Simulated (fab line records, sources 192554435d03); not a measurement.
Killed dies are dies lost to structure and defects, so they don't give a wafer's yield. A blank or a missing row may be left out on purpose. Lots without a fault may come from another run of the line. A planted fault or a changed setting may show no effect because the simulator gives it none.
Chamber matching | flow n5_finfet | N5_BEOL_M6_STRIP_36 on rie_diel-02: 4 sister chambers
The step strips in N2/H2. 4 wafers are shown with their chamber, then 8 later ones without.

WAFERS WITH THEIR CHAMBER
wafer  | chamber | throttle_valve_pct (%)
L086.1 | 1       | 23.46
L086.3 | 2       | 23.71
L086.5 | 3       | 23.83
L087.2 | 0       | 22.86

WAFERS WITHOUT THEIR CHAMBER
wafer  | throttle_valve_pct (%)
L087.4 | 23.49
L087.5 | 23.45
L089.3 | 23.73
L089.4 | 22.90
L089.5 | 22.90
L095.2 | 22.90
L095.4 | 23.86
L095.6 | 23.88

WHICH CHAMBER EACH WENT THROUGH
wafer  | from the rows above | in truth
L087.4 | 1                   | 1
L087.5 | 1                   | 1
L089.3 | 2                   | 2
L089.4 | 0                   | 0
L089.5 | 0                   | 0
L095.2 | 0                   | 0
L095.4 | 3                   | 3
L095.6 | 3                   | 3
Placed correctly: 8 of 8. Can't be placed from these rows: 0. Placed wrongly: 0.
How it was worked out, from the rows above alone: a wafer's distance from a chamber is the root of the sum, over the readings, of the square of ((its reading less the chamber's mean) divided by the reading's scatter). The wafer belongs to the nearest chamber; if the next one is less than 2 further off, it can't be placed. A chamber's mean is the mean of its shown wafers. The scatter: with one shown wafer a chamber, the root of the mean of the squares of how far each hidden wafer lies from its nearest shown one.
